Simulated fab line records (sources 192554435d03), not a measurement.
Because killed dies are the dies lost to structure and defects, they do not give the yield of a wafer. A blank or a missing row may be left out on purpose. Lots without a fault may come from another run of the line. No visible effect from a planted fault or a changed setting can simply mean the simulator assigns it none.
Matching of chambers ; flow n5Finfet ; N5_BEOL_M13_DEP_53 on pecvd-03 has 3 sister chambers
The step deposits SiCN from 3MS/NH3, target thk 50 nm, time 17.8 s. 14 wafers are shown with their chamber, then 7 later ones without.

## EACH WAFER AND ITS CHAMBER
wafer;chamber;throttleValvePct (%);showerheadPlenumPTorr (Torr);chamberPressureTorr (Torr)
L075.2;1;20.8;4.141;2.998
L075.4;1;20.8;4.137;3.002
L075.6;2;17.0;4.137;2.998
L074.1;2;17.0;4.148;2.996
L074.4;1;20.4;4.140;3.019
L074.6;2;16.9;4.137;2.991
L083.1;1;21.1;4.143;2.993
L083.4;0;18.6;4.135;2.999
L083.6;1;20.8;4.152;2.997
L085.2;1;20.7;4.146;2.988
L085.4;0;18.6;4.142;2.979
L085.5;0;18.4;4.136;2.983
L090.1;2;17.2;4.148;3.005
L090.2;0;18.7;4.138;3.003

SIGNATURES (means of the wafers above)
reading;chamber 0;chamber 1;chamber 2;scatter within a chamber
throttleValvePct;18.575;20.767;17.025;0.178
showerheadPlenumPTorr;4.13775;4.14317;4.14250;0.00512
chamberPressureTorr;2.99100;2.99950;2.99750;0.00994
Rule: a wafer's distance from a chamber is the root of the sum, over the readings, of the square of ((its reading less the chamber's mean) divided by the reading's scatter). If the next closest chamber is less than 2 further off than the closest, the wafer can't be placed; otherwise it belongs to the closest. How the scatter is found: for the shown wafers, subtract from each reading the mean of its chamber, square and add these, divide the total by (wafers less chambers), then take the root.

## WAFERS WHOSE CHAMBER IS MISSING
wafer;throttleValvePct (%);showerheadPlenumPTorr (Torr);chamberPressureTorr (Torr)
L090.4;20.8;4.142;3.008
L095.1;20.6;4.137;2.996
L095.2;18.4;4.138;2.998
L095.3;17.3;4.149;3.001
L097.1;20.6;4.142;3.004
L097.3;17.4;4.155;3.004
L097.5;17.4;4.149;2.995

## WHICH CHAMBER EACH WENT THROUGH
wafer;from the rows above;in truth
L090.4;1;1
L095.1;1;1
L095.2;0;0
L095.3;2;2
L097.1;1;1
L097.3;2;2
L097.5;2;2
Correctly placed: 7 of 7. Not placeable from these rows: 0. 0 placed wrongly.
